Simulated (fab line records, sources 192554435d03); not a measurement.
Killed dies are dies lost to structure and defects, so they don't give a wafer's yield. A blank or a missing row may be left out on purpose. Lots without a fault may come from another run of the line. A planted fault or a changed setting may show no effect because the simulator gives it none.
Problem report in the 8D (eight disciplines) form, filled by code | flow n5_finfet | the parts of the form that need people (team, actions taken, sign-off) are left out

1. THE PROBLEM
plate_temp_C at N5_BEOL_M2_COAT_76 reads a mean of 188.04 C on 6 wafers of 2 lots; wafers without a fault read 205.00 C with a standard deviation of 0.13. That is -99 or more standard deviations from the usual mean.
The step: time 60 s, resist thk 5 nm.
First seen on wafer L930.2, day 10 22:31, on litho_track-02. The record holds 24 wafers of 8 lots with a number at this step. Rule for "out", or "out of limits": more than 4 standard deviations from the usual mean. The other wafers with a number count as sound.

2. WHAT IT IS AND WHAT IT IS NOT
question                    | is                                 | is not
which readings at this step | plate_temp_C, heater_power_total_W | -
which lots                  | L930, L932                         | L916, L921, L926, L933, L936, L937
which wafers of those lots  | all that have a number             | -
read on which tools         | litho_track-02                     | litho_track-03, litho_track-05
when                        | from day 10 22:31                  | up to then (9 sound wafers); but 9 sound wafers of L933, L936, L937 came after

3. SUSPECTS, AND WHAT RULES EACH OUT
Counting: a tool at a process step up to the reading stays a suspect if it ran every lot that is out and no sound lot after the first of them.
- rie_diel-06 at N5_BEOL_M2_ETCH_74 (etches underlayer in N2/H2, target depth 6.5 nm, time 5.2 s): ruled out as a lasting fault. Sound lots L933 ran on it after its first lot that is out, L930 (day 10 22:02).
- rie_diel-06 at N5_BEOL_M2_ETCH_64 (etches SOC in N2/H2, target depth 75 nm, overetch 22.5 nm, time 121.9 s): ruled out as a lasting fault. Sound lots L933 ran on it after its first lot that is out, L930 (day 10 22:05).
- litho_track-02 at N5_BEOL_M2_COAT_76 (time 60 s, resist thk 5 nm): kept. It ran every lot that is out, first L930 (day 10 22:31), and no sound lot after that; its last sound lot up to then is L926 (day 9 16:36). Its own readings are out on those wafers: heater_power_total_W, plate_temp_C.
Left after counting: litho_track-02 at N5_BEOL_M2_COAT_76.

4. THE CAUSE (what the simulator had put in)
Process parameter drift: litho_track-02, from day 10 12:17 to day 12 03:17, at N5_BEOL_M2_COAT_76. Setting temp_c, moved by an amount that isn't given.
Counting left only this tool.

5. THE CHAIN OF EFFECTS, in route order
Each row: a reading whose mean over the struck wafers that have a number lies more than 3 standard deviations from the usual. Only readings for which the record gives a usual standard deviation are gone through. hours: the time from each lot's start at the first step in this table that gives one to its start at this step, as a median over the lots. sigmas: the change in usual standard deviations.
hours | step               | reading              | usual    | on struck wafers | change | sigmas
0     | N5_BEOL_M2_COAT_76 | heater_power_total_W | 391.7 W  | 349.9            | -41.8  | -35
0     | N5_BEOL_M2_COAT_76 | plate_temp_C         | 205.00 C | 188.04           | -16.96 | -99 or more
The process steps in it:
- N5_BEOL_M2_COAT_76: time 60 s, resist thk 5 nm.
Later measuring or inspecting steps at which every struck wafer that the step has a row for has a number for every such reading, and none has moved that far: N5_BEOL_M4_RC_MEAS_101.

6. WHAT WOULD HAVE CAUGHT IT SOONER
In this record the first reading out of limits was taken at day 10 22:31, 10 hours after the fault began at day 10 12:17.
